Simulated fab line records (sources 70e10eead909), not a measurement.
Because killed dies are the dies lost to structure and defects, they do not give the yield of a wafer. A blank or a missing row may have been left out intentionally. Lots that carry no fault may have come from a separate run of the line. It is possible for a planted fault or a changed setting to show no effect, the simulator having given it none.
Comparing a struck lot with a sound one	flow nandHarc	14 steps out of a route of 1159
Sound: the wafers L752.3, L752.4, L752.5. Struck: wafer L765.3. (L765.1, L765.6 of the same lot were not struck and are left out.) The cause comes at the end.
At each step with rows: each side's tool, then ch and its chambers, then its first start. Under that, the readings that differ: sound wafers	struck wafers	difference of the means	sigmas: that difference in standard deviations of wafers without a fault.
alike: same words and numbers on both sides, and readings whose means sit less than 2 such deviations apart. not compared: any withheld reading, any reading some wafer has no value for, any bound like >300 that may hide the same value, and any number with overlapping values for which the record gives no deviation.
A row with sigmas, a row that says differs or no value, or rows on one side alone: a step with any of these is where the two part. Numbers that have no deviation but don't overlap get no sigmas and don't part them. Lack of a reading on every wafer of one side parts them only where that side has two or more wafers.

NHARC_A_CONTACT_ETCH_139: etches the open film in C4F8/O2/Ar, time 137 s, target depth 590 nm.
  sound on harCapEtch-03 ch 0,1, day 20 19:47; struck on harCapEtch-02 ch 1, day 23 01:06
  alike: chamberPressureMTorr, oesAirLineAu
  not compared: rfHoursCounterH
NHARC_A_CONTACT_ETCH_92: etches the open film in CH3F/O2, target depth 40 nm, time 85.7 s.
  sound on rieDiel-04 ch 0,2,3, day 20 20:08; struck on rieDiel-06 ch 2, day 23 01:31
reading	sound	struck	difference	sigmas
throttleValvePct (%)	20.675 20.676 20.662	20.651	-0.020	-2
  alike: chamberPressureMTorr, drypumpMotorCurrentA, oesProductAu, rfVppV, showerheadPlenumPTorr
  not compared: rfHoursCounterH
then, 1 step without rows for these wafers: NHARC_A_CONTACT_ETCH_98 (etches the open film in C4F6/O2, target depth 20 nm, time 10 s).
NHARC_A_CONTACT_CD_MEAS_15:
  sound on cdSem-03 at day 20 20:48; struck on cdSem-03 at day 23 02:05
  alike: cdNm
then, 4 steps without rows for these wafers: NHARC_A_CONTACT_STRIP_107 (strips in N2/H2); NHARC_A_CONTACT_STRIP_108 (strips in CF4/CHF3); NHARC_A_CONTACT_STRIP_109 (strips in O2/COS); NHARC_A_CONTACT_ETCH_110 (etches the open film in CF4/O2, target depth 50 nm, overetch 5 nm, time 27.5 s).
NHARC_A_CONTACT_STRIP_26: strips in O2.
  sound on rieDiel-04 ch 0,1,3; struck on rieDiel-05 ch 1
reading	sound	struck	difference	sigmas
chamberPressureMTorr (mTorr)	60.05 59.99 59.93	60.11	+0.12	+2
oesProductAu (a.u.)	0.999 1.001 1.007	0.983	-0.019	-2
  alike: drypumpMotorCurrentA, rfVppV, showerheadPlenumPTorr, throttleValvePct
  not compared: rfHoursCounterH
then, 1 step without rows for these wafers: NHARC_A_CONTACT_STRIP_27 (strips in post etch residue remover, time 600 s).
NHARC_A_CONTACT_ALD_18: deposits TiN, target thk 3 nm, pulse time 1 s, ald cycles 150.
  sound on aldMetal-02 ch 1,2,3, day 20 21:58; struck on aldMetal-03 ch 2, day 23 03:13
  alike: heaterPowerW, precursorPulseHeightRel, susceptorTempC
NHARC_A_CONTACT_CVD_19: deposits W, target thk 300 nm, time 802 s.
  sound on cvdW-01 ch 0,1; struck on cvdW-01 ch 0
  alike: heaterPowerW, susceptorTempC, throttleValvePct
NHARC_A_CONTACT_CMP_20: polishes, t overpolish 30 s, target thk 300 nm.
  sound on cmp-03 ch 0,2,3, day 22 02:33; struck on cmp-04 ch 2, day 23 21:40
reading	sound	struck	difference	sigmas
edgeZonePressureFrac	0.990 1.010 1.004	1.016	+0.015	+3
overpolishRunS (s)	30.012 30.006 29.999	29.986	-0.020	-2
timeToEndpointS (s)	61 63 61	35	-27	-8
  alike: motorCurrentA
-- break in the record here, with 3 days between the starts of the struck wafers on either side (left off in module A_CONTACT, picked up again in module END, where the first step shown is number 1159 on the route) --
NHARC_END_SORT_01:
  sound on prober-02 ch 0, day 25 09:41; struck on prober-01 ch 0, day 27 04:08
reading	sound	struck	difference	sigmas
killedAtPeriphery	1 3 1	9	+7	+3
killedOpen	1 1 1	6	+5	+3
  alike: killedAtArray, killedDies, killedShort

## WHERE THEY PART
First at NHARC_A_CONTACT_ETCH_92; last, within this record, at NHARC_END_SORT_01.

WHY: what the simulator had put in
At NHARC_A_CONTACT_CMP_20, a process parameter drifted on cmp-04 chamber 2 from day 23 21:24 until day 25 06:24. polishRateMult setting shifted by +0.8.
